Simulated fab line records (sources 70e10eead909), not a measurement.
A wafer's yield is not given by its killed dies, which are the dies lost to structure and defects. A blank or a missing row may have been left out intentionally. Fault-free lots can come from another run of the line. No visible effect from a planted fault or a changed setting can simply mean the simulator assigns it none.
Matching of chambers -- flow nand harc -- NHARC_A_ONON_D1_DEP_33 on pecvd-04 has 3 sister chambers
The step deposits SiO2, target thk 200 nm. 6 wafers are shown with their chamber, then 6 later ones without.

## EACH WAFER AND ITS CHAMBER
wafer,chamber,heater power w (W),throttle valve pct (%)
L623.3,2,447,15.2
L623.4,2,435,15.1
L623.5,1,773,16.1
L625.1,1,699,16.3
L625.2,0,487,16.7
L625.4,0,504,16.1

## WAFERS WITHOUT THEIR CHAMBER
wafer,heater power w (W),throttle valve pct (%)
L631.1,352,15.1
L631.2,779,16.1
L631.3,482,16.2
L632.2,441,16.7
L632.5,446,16.6
L632.6,820,16.2

## WHICH CHAMBER EACH ONE RAN IN
wafer,from the rows above,in truth
L631.1,2,2
L631.2,1,1
L631.3,0,0
L632.2,0,0
L632.5,0,0
L632.6,1,1
Placed correctly: 6 of 6. Left unplaced by these rows: 0. Wrongly placed: 0.
How it was worked out, from the rows above alone: a wafer's distance from a chamber is the root of the sum, over the readings, of the square of ((its reading less the chamber's mean) divided by the reading's scatter). If the next closest chamber is less than 2 further off than the closest, the wafer can't be placed; otherwise it belongs to the closest. A chamber's mean is the mean of its shown wafers. How the scatter is found: for the shown wafers, subtract from each reading the mean of its chamber, square and add these, divide the total by (wafers less chambers), then take the root.
